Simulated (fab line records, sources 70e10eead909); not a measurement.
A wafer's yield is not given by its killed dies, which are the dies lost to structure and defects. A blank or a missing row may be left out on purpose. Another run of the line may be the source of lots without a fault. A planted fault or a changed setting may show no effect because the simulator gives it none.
Which tool was responsible? + flow nand_harc + 7 lots, 21 wafers sampled, at 2 steps of a route of 1302

## WHAT EACH GAUGE READ, for each wafer
NHARC_A_ONON_D2_THK_MEAS_11: measures by ellipsometry.
| lot  | measured     | on            | thk_nm (nm)    |
|------|--------------|---------------|----------------|
| L918 | day 13 04:34 | film_metro-01 | 997 997 996    |
| L922 | day 15 04:20 | film_metro-01 | 1394 1392 1393 |
| L924 | day 16 11:17 | film_metro-01 | 1392 1392 1394 |
| L932 | day 19 05:39 | film_metro-01 | 1013 1012 1012 |
| L934 | day 20 06:36 | film_metro-02 | 1001 1000 1002 |
| L937 | day 21 11:51 | film_metro-02 | 1006 1008 1005 |
| L939 | day 21 22:44 | film_metro-02 | 989 989 991    |

## TOOL THAT RAN EACH LOT (tool first, then ch and the chambers of the sampled wafers, then the start)
| lot  | NHARC_A_ONON_D2_DEP_09           |
|------|----------------------------------|
| L918 | pecvd_onon-02 ch 0, day 13 04:10 |
| L922 | pecvd_onon-01 ch 0, day 15 03:56 |
| L924 | pecvd_onon-01 ch 0, day 16 10:46 |
| L932 | pecvd_onon-01 ch 0, day 19 05:08 |
| L934 | pecvd_onon-04 ch 0, day 20 06:05 |
| L937 | pecvd_onon-02 ch 0, day 21 11:24 |
| L939 | pecvd_onon-02 ch 0, day 21 22:24 |
- NHARC_A_ONON_D2_DEP_09: target thk 1000 nm.

## THE ANSWER, worked out from the rows above alone
Rule: what is usual is taken from the lots themselves. Put in order of their means at a reading, lots are off if they are a third of the lots or fewer, leave a main group of 4 or more, and stand apart from it by a gap of 3 or more times the standard deviation of the main group's means; of several such gaps the widest counts. A main group is skipped when, at the precision printed for the reading in the tables above, its means are all equal. A lot without any number at a reading at which 4 lots or more have one is off too. All remaining lots with rows at the step are treated as sound.
Off, at NHARC_A_ONON_D2_THK_MEAS_11 on thk_nm: L922, L924. For the main group the mean is 1001 nm and the standard deviation 7.8.
A tool fits if, at a process step before that reading, it ran every lot that is off, and no sound lot after the first of them. Those tools and the gauges at NHARC_A_ONON_D2_THK_MEAS_11 are tried in the same way. Of those tried, none fits.

## WHAT HAD BEEN PUT IN BY THE SIMULATOR
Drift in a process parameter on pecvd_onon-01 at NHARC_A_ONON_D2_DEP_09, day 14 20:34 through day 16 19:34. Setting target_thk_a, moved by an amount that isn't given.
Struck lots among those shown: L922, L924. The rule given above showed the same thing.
